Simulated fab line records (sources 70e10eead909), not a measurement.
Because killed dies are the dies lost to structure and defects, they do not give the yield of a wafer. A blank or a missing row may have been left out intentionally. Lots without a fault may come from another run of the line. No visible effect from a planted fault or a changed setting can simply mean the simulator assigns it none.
Matching of chambers    flow nand-harc    ald-hk-01 running NHARC_A_CHANNEL_FILL_D2_ALD_25: 4 sister chambers
The step deposits SiOx, target thk 60 nm, pulse time 10 s, ald cycles 600. 8 wafers are shown with their chamber, then 7 later ones without.

EACH WAFER AND ITS CHAMBER
wafer   chamber  heater-power-w (W)  heater-power-outer-w (W)
L414.3  0        438                 254
L422.1  3        477                 263
L422.6  1        428                 218
L426.3  1        422                 224
L426.1  3        481                 277
L426.6  2        509                 281
L427.4  0        439                 259
L427.2  2        501                 292

WAFERS MISSING THEIR CHAMBER
wafer   heater-power-w (W)  heater-power-outer-w (W)
L427.5  428                 226
L435.2  398                 239
L435.3  486                 281
L435.6  405                 235
L437.3  488                 268
L437.4  387                 234
L437.6  479                 276

CHAMBER TAKEN BY EACH
wafer    from the rows above   in truth
L427.5   1                     1
L435.2   1                     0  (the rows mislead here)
L435.3   3                     3
L435.6   1                     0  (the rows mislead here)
L437.3   3                     3
L437.4   1                     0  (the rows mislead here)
L437.6   3                     3
4 of 7 placed correctly. Not placeable from these rows: 0. Placed wrongly: 3.
How it was worked out, from the rows above alone: a wafer's distance from a chamber is the root of the sum, over the readings, of the square of ((its reading less the chamber's mean) divided by the reading's scatter). The wafer belongs to the nearest chamber; if the next one is less than 2 further off, it can't be placed. A chamber's mean is the mean of its shown wafers. How the scatter is found: for the shown wafers, subtract from each reading the mean of its chamber, square and add these, divide the total by (wafers less chambers), then take the root.
